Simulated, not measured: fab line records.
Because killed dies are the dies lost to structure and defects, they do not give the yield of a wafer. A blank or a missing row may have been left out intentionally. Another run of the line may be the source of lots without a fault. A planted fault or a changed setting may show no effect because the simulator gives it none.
One fault seen from 2 desks / flow n5-finfet / each desk has only its own numbers; what lay behind them comes last

== AT THE TOOL OWNER'S DESK: litho-track-05 ==
The tool's own readings at N5_GATE_CUT_COAT_27 (time 60 s, resist thk 10 nm): means of the sampled wafers that have a number, for each lot that ran on this tool. Any lot whose mean is over 4 standard deviations away from the usual mean is out of limits and marked OUT; that distance is given in the brackets.
Columns: A = exhaust-pa at N5_GATE_CUT_COAT_27, usual 45.1 Pa; B = spin-speed-rpm at N5_GATE_CUT_COAT_27, usual 1499.9 rpm
lot=L676; first seen here=day 6 03:08; A=45.8; B=1465.1 (-40) OUT
lot=L678; first seen here=day 6 14:01; A=44.5; B=1464.0 (-41) OUT
lot=L688; first seen here=day 9 03:21; A=46.2; B=1499.7
This desk's verdict: out of limits on L676, L678, starting with L676 at day 6 03:08 (spin-speed-rpm at N5_GATE_CUT_COAT_27). Within limits: L688.

== FROM THE METROLOGY DESK ==
What the gauges read, lot by lot, whatever tool the lot ran on: means of the sampled wafers that have a number. Any lot whose mean is over 4 standard deviations away from the usual mean is out of limits and marked OUT; that distance is given in the brackets. Shown here are 7 of its 10 readings, the ones lying furthest out on some lot.
Columns: A = DIBL_P at N5_BEOL_M4_RC_MEAS_101, usual 36.6 mV/V; B = IOFF_N at N5_BEOL_M4_RC_MEAS_101, usual 0.155 nA/um; C = ION_N at N5_BEOL_M4_RC_MEAS_101, usual 671 uA/um; D = ION_P at N5_BEOL_M4_RC_MEAS_101, usual 462 uA/um; E = SS_N at N5_BEOL_M4_RC_MEAS_101, usual 71.5 mV/dec; F = SS_P at N5_BEOL_M4_RC_MEAS_101, usual 73.4 mV/dec; G = VT_N at N5_BEOL_M4_RC_MEAS_101, usual 250.1 mV
lot=L676; first seen here=day 9 15:51; A=36.5; B=0.157; C=668; D=463; E=71.4; F=73.4; G=250.3
lot=L678; first seen here=day 9 22:39; A=36.9; B=0.160; C=669; D=463; E=71.5; F=74.2; G=249.2
lot=L686; first seen here=day 12 09:55; A=36.3; B=0.143; C=662; D=458; E=71.8; F=73.3; G=252.2
lot=L688; first seen here=day 12 14:25; A=38.0; B=0.166; C=676; D=464; E=71.5; F=73.3; G=249.5
This desk found nothing out of limits on any of the 4 lots.

== TAKEN TOGETHER ==
At day 6 03:08, on L676, L678, the tool owner's desk was in a position to raise an alarm.
From the metrology desk's view, nothing was out of limits.
The metrology desk has L676, L678 on record, within its limits.
Of the lots named, all ran N5_GATE_CUT_COAT_27 on litho-track-05.

== WHAT THE SIMULATOR PUT IN ==
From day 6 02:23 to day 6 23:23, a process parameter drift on litho-track-05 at N5_GATE_CUT_COAT_27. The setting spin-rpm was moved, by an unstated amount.
Shown lots that were struck: L676, L678.
Hours from the fault's start to each desk's first reading out of limits: the tool owner's desk, 1.
